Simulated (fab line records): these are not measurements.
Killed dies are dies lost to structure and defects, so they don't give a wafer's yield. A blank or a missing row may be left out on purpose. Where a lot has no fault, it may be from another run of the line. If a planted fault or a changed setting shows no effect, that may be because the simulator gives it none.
fab line records	flow n5_finfet
record lots=4	wafers=12	last_day=16
route steps=1938 shown SD_EPI_P@295 SD_ACTIVATION@330 ILD0@335 BEOL_M4@1111 PASSIVATION@1936
lots that met no fault: from a run of the same line without faults
start_h: hours from the record's first day to the start of the lot's first wafer shown	wait_h: hours from the lot's prior step to this one	" as in the row above	L1.1+2: a single row standing in for several wafers	- no value, or no start given	* or withheld: withheld	< > ~ a bound
route shown NAME@n: a module of which the file shows steps, and the number in the route of the first	usual: mean/standard deviation of fault-free wafers	same: alike in all rows	chamber/n: place in a boat	sites: readings site by site	_std_site: standard deviation of those values	_edge_site: the outer-site mean with the inner-site mean subtracted	radius_mm: how far each site lies from the wafer's centre	mask NAME#n: copy n	behind: the most recent tool/chamber to have shaped the wafer	hold: why the lot went on hold/how many hours it stayed there/how the hold came to an end	device: whichever transistor did not switch (one of n, p or np)	end of line: tests of these same wafers at the route's end	for a step that has no rows: nothing shown but its recipe	killed: at the first sort, the dies lost to defects and structure; wafer yield is something else	map: dies across one wafer; x = killed, . = not, _ = none there
set.NAME: the setting as run; set.NAME@STEP: as run at that earlier step	model.NAME: the simulator's own value behind a step, which no gauge read
a table for each step, a row for each wafer; lots at some steps of the route
services: when a tool's chamber went out of use (start_h, in hours from the record's first day, below 0 if earlier), for how many hours, and the reason
## steps
# step N5_SD_EPI_P_COAT_34
# recipe resist=SOC	temp_c=250	time_s=60	spin_rpm=1500	resist_thk_nm=350
# step N5_SD_EPI_P_COAT_35
# recipe resist=SiARC	temp_c=220	time_s=60	spin_rpm=1500	resist_thk_nm=35
# step N5_SD_EPI_P_COAT_03
# recipe resist=CAR-ArF-block	spin_rpm=1500	resist_thk_nm=150
# step N5_SD_EPI_P_EBR_05
# recipe solvent=PGMEA	ebr_width_mm=1.5
# step N5_SD_EPI_P_SOFTBAKE_04
# recipe temp_c=110	time_s=60	resist=CAR-ArF-block
# step N5_SD_EPI_P_EXPOSE_06
# recipe mask_id=SD_P_BLK	na=1.35	source_shape=conventional	sigma_outer=0.8	polarization=unpolarized	target_cd_nm=240	dose_mj=39.5
# step N5_SD_EPI_P_PEB_07
# recipe peb_temp_c=110	peb_time_s=60	resist=CAR-ArF-block
# step N5_SD_EPI_P_DEVELOP_08
# recipe develop_time_s=30	developer=TMAH	resist=CAR-ArF-block	dev_temp_c=23	rinse_liquid=diw	dry=air_spin
# step N5_SD_EPI_P_DESCUM_14
# recipe chemistry=O2	time_s=7.9	source_power_w=50	bias_power_w=20	pressure_mtorr=20	rf_frequency_hz=2.712e+07	temp_c=40	resist=CAR-ArF-block	o2_flow_sccm=225
# step N5_SD_EPI_P_ETCH_36
# recipe chemistry=CF4	target=SiARC	target_depth_a=455	mask_material=CAR-ArF-block	time_s=75.8	ion_energy_ev=80	pressure_mtorr=40	source_w=545	bias_w=36	Ar_flow_sccm=100	cf4_flow_sccm=100	ends=cleared
# usual drypump_motor_current_A=5.5/0.46	etch_rf_on_time_s=75.1/2	oes_product_au=0.66/0.076	rf_vpp_V=184.2/1.2	showerhead_plenum_p_Torr=2.16/0.067	throttle_valve_pct=15.61/0.17
lot.wafer	tool	chamber	start_h	wait_h	drypump_motor_current_A	etch_rf_on_time_s	oes_product_au	rf_hours_counter_h	rf_vpp_V	showerhead_plenum_p_Torr	throttle_valve_pct
L814.3	rie_diel-01	2	101.89	0.0	5.4	76.9	0.63	152	183.5	2.14	15.71
L814.4	"	1	"	"	6.0	74.7	0.60	233	183.9	2.11	15.52
L814.6	"	1	"	"	5.9	75.1	0.59	-	183.2	2.11	15.52
L822.2	rie_diel-01	2	150.24	0.0	5.4	77.0	0.61	168	184.1	2.13	15.74
L822.5	"	3	"	"	5.7	74.2	0.61	-	183.8	2.22	15.66
L822.6	"	2	"	"	5.4	77.3	0.62	-	185.5	2.13	15.75
L824.3	rie_diel-01	0	164.54	0.0	5.3	71.8	0.74	73	185.3	2.25	15.52
L824.5	"	0	"	"	5.3	71.9	0.73	-	184.9	2.25	15.50
L824.6	"	3	"	"	5.7	73.5	0.60	-	184.4	2.22	15.67
L826.1	rie_diel-02	0	176.92	0.0	6.5	74.5	0.59	248	185.7	2.19	15.50
L826.2	"	3	"	"	4.9	74.5	0.74	40	185.0	2.11	15.65
L826.6	"	2	"	"	5.1	79.0	0.59	-	183.0	2.13	15.52
# step N5_SD_EPI_P_ETCH_37
# recipe chemistry=N2/H2	target=SOC	overetch_a=1080	mask_material=SiARC	temp_c=40	ion_energy_ev=100	source_w=3000	bias_w=133	pressure_mtorr=20	time_s=486	n2_flow_sccm=200	h2_flow_sccm=200	ends=end_point
# step N5_SD_EPI_P_STRIP_38
# recipe chemistry=N2/H2	temp_c=40	n2_flow_sccm=200	h2_flow_sccm=200	rf_frequency_hz=6e+07
# step N5_SD_EPI_P_ETCHBACK_46
# recipe chemistry=CH3F/O2	mode=anisotropic_etchback	target=SiNx	target_depth_a=175	stop_on=SiO2	over_etch_frac=0.3	ion_energy_ev=120	pressure_mtorr=30	source_w=395	bias_w=73	Ar_flow_sccm=150	CH3F_flow_sccm=30	O2_flow_sccm=20
# step N5_SD_EPI_P_ETCH_47
# recipe chemistry=CH3F/O2	target=SiOCN	target_depth_a=250	mask_material=SOC	ion_energy_ev=60	bias_w=29	pressure_mtorr=30	source_w=410	Ar_flow_sccm=150	CH3F_flow_sccm=30	O2_flow_sccm=20
# step N5_SD_EPI_P_ETCH_16
# recipe chemistry=CHF3/O2	target=SiO2	target_depth_a=50	mask_material=SOC	pressure_mtorr=30	source_w=650	bias_w=170	Ar_flow_sccm=200	CHF3_flow_sccm=50	O2_flow_sccm=5	ion_energy_ev=200
# step N5_SD_EPI_P_STRIP_50
# recipe chemistry=CHF3/O2	resist=SiARC	rf_frequency_hz=6e+07
# step N5_SD_EPI_P_SD_RECESS_17
# recipe chemistry=HBr/Cl2/O2	target_depth_a=391	bt_time_s=3	pressure_mtorr=10	icp_w=800	bias_w=112	HBr_flow_sccm=150	Cl2_flow_sccm=80	O2_flow_sccm=12
# step N5_SD_EPI_P_WET_ETCH_45
# recipe chemistry=dHF	dilution=withheld	time_s=10.7	target=SiO2	target_depth_a=20	temp_c=25	dry=ipa_marangoni	rinse_time_s=30	rinse_temp_c=23
# step N5_SD_EPI_P_STRIP_40
# recipe chemistry=N2/H2	power_w=1000	temp_c=250	h2_frac=0.65	overash_fraction=0.3	pressure_mtorr=withheld	n2_flow_sccm=1750	h2_flow_sccm=3250
# step N5_SD_EPI_P_PRECLEAN_52
# recipe chemistry=O3/DIW	time_s=60	temp_c=22	o3_ppm=10
# step N5_SD_EPI_P_SRD_20
# recipe dry=ipa_marangoni	do_ppb=5	time_s=30	temp_c=23	rinse_liquid=diw
# step N5_SD_EPI_P_PRECLEAN_51
# recipe chemistry=NF3:NH3	afs_cycles=1	temp_c=30	time_s=20	sublimation_temp_c=180	sublimation_time_s=60	pressure_torr=3	rf_power_w=30
# step N5_SD_EPI_P_VAPOR_ETCH_44
# recipe chemistry=NF3/Ar	target=SiGe30	temp_c=25	time_s=3.3	mode=isotropic
# step N5_SD_EPI_P_EPI_21
# recipe material=SiGe:B	dopant=B	temp_c=550	pressure_torr=20	ambient=H2	time_s=355
# step N5_SD_EPI_P_HM_STRIP_48
# recipe chemistry=H3PO4	temp_c=160	material=SiNx	target=SiNx	target_depth_a=30	overetch_fraction=0.3
# step N5_SD_EPI_P_SRD_49
# recipe dry=ipa_marangoni	time_s=30	temp_c=23	rinse_liquid=diw
# step N5_SD_EPI_P_PRECLEAN_24
# recipe chemistry=O3/DIW	time_s=45	temp_c=22	o3_ppm=10
# step N5_SD_EPI_P_PRECLEAN_32
# recipe chemistry=dHF	time_s=10	dilution=500:1	temp_c=25
# step N5_SD_EPI_P_PRECLEAN_33
# recipe chemistry=SC2	time_s=45	temp_c=35	mix=1:1:50
# step N5_SD_EPI_P_SRD_25
# recipe time_s=30	temp_c=23	rinse_liquid=diw	dry=ipa_marangoni
# step N5_SD_EPI_P_INSPECT_26
# recipe inspect_instrument=darkfield	mode=post_epi
# usual raw_defect_count=171/31
lot.wafer	tool	chamber	start_h	wait_h	raw_defect_count
L814.3	defect_inspect-01	-	107.54	0.0	190
L814.4	"	-	"	"	186
L814.6	"	-	"	"	157
L822.2	defect_inspect-02	-	154.79	0.0	871
L822.5	"	-	"	"	863
L822.6	"	-	"	"	926
L824.3	defect_inspect-01	-	168.25	0.0	908
L824.5	"	-	"	"	894
L824.6	"	-	"	"	916
L826.1	defect_inspect-02	-	180.60	0.0	197
L826.2	"	-	"	"	182
L826.6	"	-	"	"	145
# step N5_SD_ACTIVATION_RTA_00
# recipe temp_c=975	time_s=0	ambient=N2	idle_temp_c=600	ramp_up_c_per_s=150	ramp_down_c_per_s=60	cool_to_c=600
# step N5_SD_ACTIVATION_LSA_01
# recipe temp_c=1080	time_s=0.0008	ambient=N2
# step N5_SD_ACTIVATION_INSPECT_02
# recipe inspect_instrument=darkfield	mode=post_anneal
# usual raw_defect_count=170/31
lot.wafer	tool	chamber	start_h	wait_h	raw_defect_count
L814.3	defect_inspect-02	-	108.30	0.1	148
L814.4	"	-	"	"	154
L814.6	"	-	"	"	141
L822.2	defect_inspect-02	-	155.75	0.2	851
L822.5	"	-	"	"	872
L822.6	"	-	"	"	927
L824.3	defect_inspect-02	-	169.05	0.1	874
L824.5	"	-	"	"	859
L824.6	"	-	"	"	881
L826.1	defect_inspect-01	-	181.38	0.2	214
L826.2	"	-	"	"	221
L826.6	"	-	"	"	186
# step N5_ILD0_LINER_00
# recipe material=SiNx	target_thk_a=40	temp_c=400	ald_precursor_family=SiH2I2	ald_co_reactant=N2/H2-plasma	pulse_time_s=1	purge_time_s=2	co_reactant_purge_time_s=2	ald_cycles=80	pressure_torr=2
# step N5_BEOL_M4_RC_MEAS_101
# usual DIBL_N=35.8/1.8	DIBL_P=35.6/2	IOFF_N=0.148/0.028	IOFF_P=0.20/0.034	ION_N=672/12	ION_P=462/8.5	SS_N=71.2/0.65	SS_P=73.1/0.67	VT_N=251/3.3	VT_P=-251/3.8
lot.wafer	tool	chamber	start_h	wait_h	DIBL_N[mV/V]	DIBL_P[mV/V]	IOFF_N[nA/um]	IOFF_P[nA/um]	ION_N[uA/um]	ION_P[uA/um]	SS_N[mV/dec]	SS_P[mV/dec]	VT_N[mV]	VT_P[mV]
L814.3	prober-01	0	204.53	0.3	34.5	34.1	0.130	0.21	667	461	70.9	72.8	254	-248
L814.4	"	0	"	"	34.9	34.2	0.126	0.21	667	468	70.9	72.9	253	-248
L814.6	"	0	"	"	34.5	32.8	0.126	0.19	676	471	70.6	73.7	253	-252
L822.2	prober-01	0	262.67	0.2	38.2	38.2	0.196	0.23	683	467	71.8	73.7	247	-250
L822.5	"	0	"	"	35.0	34.7	0.128	0.17	668	462	71.6	73.6	254	-257
L822.6	"	0	"	"	34.9	34.4	0.134	0.18	679	459	70.9	72.8	254	-252
L824.3	prober-01	0	267.62	0.3	37.0	37.7	0.157	0.21	676	463	71.7	73.4	250	-252
L824.5	"	0	"	"	37.7	38.0	0.160	0.20	668	460	71.7	74.1	251	-251
L824.6	"	0	"	"	36.9	36.7	0.158	0.19	673	455	72.4	73.3	250	-253
L826.1	prober-02	0	282.93	0.0	37.1	35.0	0.162	0.19	674	450	71.5	73.4	251	-253
L826.2	"	0	"	"	37.5	35.6	0.165	0.20	670	454	71.8	73.2	252	-251
L826.6	"	0	"	"	37.9	36.2	0.174	0.20	669	453	71.5	73.8	252	-251
# step N5_PASSIVATION_PROBE_49
# usual defect_limited_yield=91.3/1.5	killed_at_M0_to_M3=34/11	killed_at_M4_up=14/6.1	killed_at_contacts=12/5.9	killed_at_front_end=39/11	killed_at_other=4/3.3	killed_dies=102/18	killed_open=67/13	killed_short=33/7.9	sort_bin_5_function=5.1/1	sort_bin_6_memory=3.3/0.7	sort_n_pass=1077/19	sort_yield_pct=91.3/1.6
# same gross_dies=1180	killed_at_back_side=0	sort_bin_4_leakage[%]=0	sort_bin_8_speed[%]=0
lot.wafer	tool	chamber	start_h	wait_h	defect_limited_yield[%]	killed_at_M0_to_M3	killed_at_M4_up	killed_at_contacts	killed_at_front_end	killed_at_other	killed_dies	killed_open	killed_short	sort_bin_5_function[%]	sort_bin_6_memory[%]	sort_n_pass	sort_yield_pct[%]
L824.3	prober-02	-	373.53	0.1	84.7	24	11	4	135	6	180	44	21	9.2	3.6	1000	84.7
L824.5	prober-02	-	373.63	0.2	83.6	20	11	6	156	1	194	41	26	11.5	2.9	986	83.6
L824.6	prober-02	-	373.68	0.3	87.7	34	12	9	88	2	145	52	35	7.2	3.0	1035	87.7
L822.2	prober-02	-	376.34	0.1	79.7	33	12	13	181	1	240	72	30	11.9	5.8	940	79.7
L822.5	prober-02	-	376.49	0.2	86.4	26	37	7	85	5	160	78	22	8.4	3.6	1020	86.4
L822.6	prober-02	-	376.54	0.3	78.5	36	27	9	177	5	254	88	30	12.6	5.8	926	78.5
L826.1	prober-02	-	385.92	0.0	93.5	24	15	20	18	0	77	56	21	4.2	2.0	1103	93.5
L826.2	prober-02	-	385.97	0.1	92.7	25	17	21	22	1	86	62	22	4.2	2.8	1094	92.7
L826.6	prober-02	-	386.17	0.3	91.4	25	11	26	39	0	101	59	41	4.9	3.3	1079	91.4
# killed by level:class
L824.3 SD_EPI_P:unspecified=114 BEOL_M0_SAQP:geometric_particle:short=9 BEOL_M0_SAQP:geometric_particle:open=7 BEOL_M1:geometric_particle:open=5 STI_FIN_REVEAL:geometric_particle:open=4 MOL_CONTACT_COAG:geometric_particle:open=3 STARTING-WAFER:geometric_particle:short=3 BEOL_M3:geometric_particle:open=3
L824.5 SD_EPI_P:unspecified=123 FIN_SAQP:geometric_particle:open=8 BEOL_M3:geometric_particle:open=5 BEOL_M0_SAQP:geometric_particle:short=4 STARTING-WAFER:geometric_particle:short=4 FIN_SAQP:geometric_particle:short=3 GATE_CUT:geometric_particle:short=3 MOL_CONTACT_COAG:geometric_particle:open=3
L824.6 SD_EPI_P:unspecified=56 BEOL_M0_SAQP:geometric_particle:open=10 BEOL_M0_SAQP:geometric_particle:short=9 FIN_SAQP:geometric_particle:short=7 MOL_CONTACT_COAG:geometric_particle:open=7 BEOL_M3:geometric_particle:open=6 FIN_SAQP:geometric_particle:open=5 STARTING-WAFER:geometric_particle:open=4
L822.2 SD_EPI_P:unspecified=137 BEOL_M2:geometric_particle:open=15 STI_FIN_REVEAL:geometric_particle:open=14 FIN_SAQP:geometric_particle:open=8 BEOL_M0_SAQP:geometric_particle:open=8 DUMMY_GATE:geometric_particle:open=7 MOL_CONTACT_COAG:geometric_particle:open=7 MOL_CONTACT_COAG:geometric_particle:short=6
L822.5 SD_EPI_P:unspecified=54 BEOL_M4:geometric_particle:open=19 BEOL_M2:geometric_particle:open=9 FIN_SAQP:geometric_particle:open=7 STI_FIN_REVEAL:geometric_particle:open=7 DUMMY_GATE:geometric_particle:open=5 MOL_CONTACT_COAG:geometric_particle:open=5 BEOL_M3:geometric_particle:open=5
L822.6 SD_EPI_P:unspecified=133 STI_FIN_REVEAL:geometric_particle:open=14 BEOL_M4:geometric_particle:open=14 BEOL_M2:geometric_particle:open=12 MOL_CONTACT_COAG:geometric_particle:open=9 FIN_SAQP:geometric_particle:short=6 BEOL_M0_SAQP:geometric_particle:short=6 ILD0:geometric_particle:open=6
L826.1 MOL_CONTACT_COAG:geometric_particle:open=17 BEOL_M0_SAQP:geometric_particle:open=7 BEOL_M4:geometric_particle:open=7 BEOL_M0_SAQP:geometric_particle:short=5 DUMMY_GATE:geometric_particle:open=4 GATE_CUT:geometric_particle:short=4 BEOL_M3:geometric_particle:open=4 STARTING-WAFER:geometric_particle:short=4
L826.2 MOL_CONTACT_COAG:geometric_particle:open=18 FIN_SAQP:geometric_particle:open=7 BEOL_M3:geometric_particle:open=7 BEOL_M4:geometric_particle:open=7 FIN_SAQP:geometric_particle:short=5 BEOL_M0_SAQP:geometric_particle:open=5 BEOL_M0_SAQP:geometric_particle:short=5 BEOL_M1:geometric_particle:open=3
L826.6 MOL_CONTACT_COAG:geometric_particle:open=18 FIN_SAQP:geometric_particle:short=7 MOL_CONTACT_COAG:geometric_particle:short=7 BEOL_M0_SAQP:geometric_particle:short=7 BEOL_M0_SAQP:geometric_particle:open=7 DUMMY_GATE:geometric_particle:open=4 GATE_CUT:geometric_particle:open=4 BEOL_M3:geometric_particle:open=4
# map L822.6 (x killed, . not)
_________________xx......x...________________
______________.............x...._____________
___________..x...............x.xx..__________
__________.....x...x.......x.x......_________
________...x..................x...x..._______
_______x.................x.............______
______.............x..x.....x...x.....x._____
_____..x...x...x..xx.....x.............x.____
____....x..........................x....x.___
___.....xx.....x.......x.....xx.......x..x.__
___...........x..........xx...............x__
__...........x.x...x..........x............._
__x..............x..............x..........._
_..x..........x.........x.............x......
_.x.x........................x...............
_..x......x...x................x......x......
_....................x.......................
_........................xx..x.....x.........
_x...x........x............xxx..x.xx.........
_............x...x........xx.xx..............
_.x........x..x.........xxxxxxxxxx...........
__...x................xxxxxxxxxxxxxx...xx..._
__...........x.....x.xxxxxxxxxxxxxxx........_
___x.......x...xxx....xxxxxxxxxxxxxxx......__
___............x....x.xxxxxxxxxxxxxx......x__
____...................xxxxxxxxxxxx.....x.___
_____............x...xxxxxxxxxxxxx..x...x____
______......x.....x....xxxxxxxxxxx..xx.._____
_______....x...x.......xxxxxxxxxx...x..______
________..x.....x..x..x.xxx.xxxxxx...._______
__________..........x....xxx.xx.x..._________
___________...x.x.x..x.............__________
______________......x.xx..x.x..._____________
_________________....x.......________________
# map L824.5 (x killed, . not)
_________________............________________
______________.................._____________
___________..x...x.................__________
__________.........................._________
________.....................x........_______
_______..xx..x........x....x...........______
______..........................xxx....._____
_____....................................____
____...x......x........x..................___
___.........x....................x....x....__
___....x...x.........x........x...x...x....__
__............................x............._
__....x......x.x.......................x...._
_.......x..x.x.............xx................
_x.........x................................x
_.......x...xx......x........................
_......x.....x....x.......x..................
_.x..x.xxxxx...................x...........x.
_.x.xx.xxxxxxx...x..x.x......................
_...xxxxxxxx.xxxx..................xx........
_.xxxxxxxxxxx..x.............................
__xxxxxxxxxxxxx.................x..........._
__xxxxxxxxxxxxxxx.............x..........x.._
___xxxxxxxxxxx.x.......................x...__
___xxxxxxxxxxxxx...........................__
____xxxxxxxxxx.x................xx........___
_____xxxxxxxxx.x.................x.......____
______xxxxx.x...............x..........._____
_______x..x.x.x......xx...........x..x.______
________......x..........x...x........_______
__________.........................._________
___________.........x......x.......__________
______________x................._____________
_________________............________________
## services
tool	chamber	start_h	hours	kind
rie_diel-02	-	84.23	0.9	repair
rie_diel-02	2	87.37	1.3	repair
rie_diel-02	1	89.59	5.3	repair
rie_diel-01	1	91.99	3.6	repair
rie_diel-02	2	94.72	4.8	repair
rie_diel-01	1	151.64	-	clean
rie_diel-01	1	151.64	-	consumable_replace:focus_ring
rie_diel-01	1	151.64	17.7	scheduled_down
rie_diel-01	1	151.64	17.7	vent_cycle
## key
first_sign step=N5_SD_EPI_P_INSPECT_26	reading=raw_defect_count	direction=up	sigmas=24	usual=171	struck=896
effect step=N5_SD_ACTIVATION_INSPECT_02	reading=raw_defect_count	direction=up	sigmas=23	usual=170	struck=877
effect step=N5_PASSIVATION_PROBE_49	reading=killed_at_front_end	direction=up	sigmas=9.3	usual=39	struck=137
more_kills_born_at N5_SD_EPI_P_ETCH_36@rie_diel-01=617
met_at N5_SD_EPI_P_ETCH_36
struck_wafers L822.2,L822.5,L822.6,L824.3,L824.5,L824.6
onset_between 101.89 150.24
fault kind=chamber_particle_source	tool=rie_diel-01	chamber=-	onset_h=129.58	steps=N5_SD_EPI_P_ETCH_36	rate_per_visit_cm2=1.0458	end_h=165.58
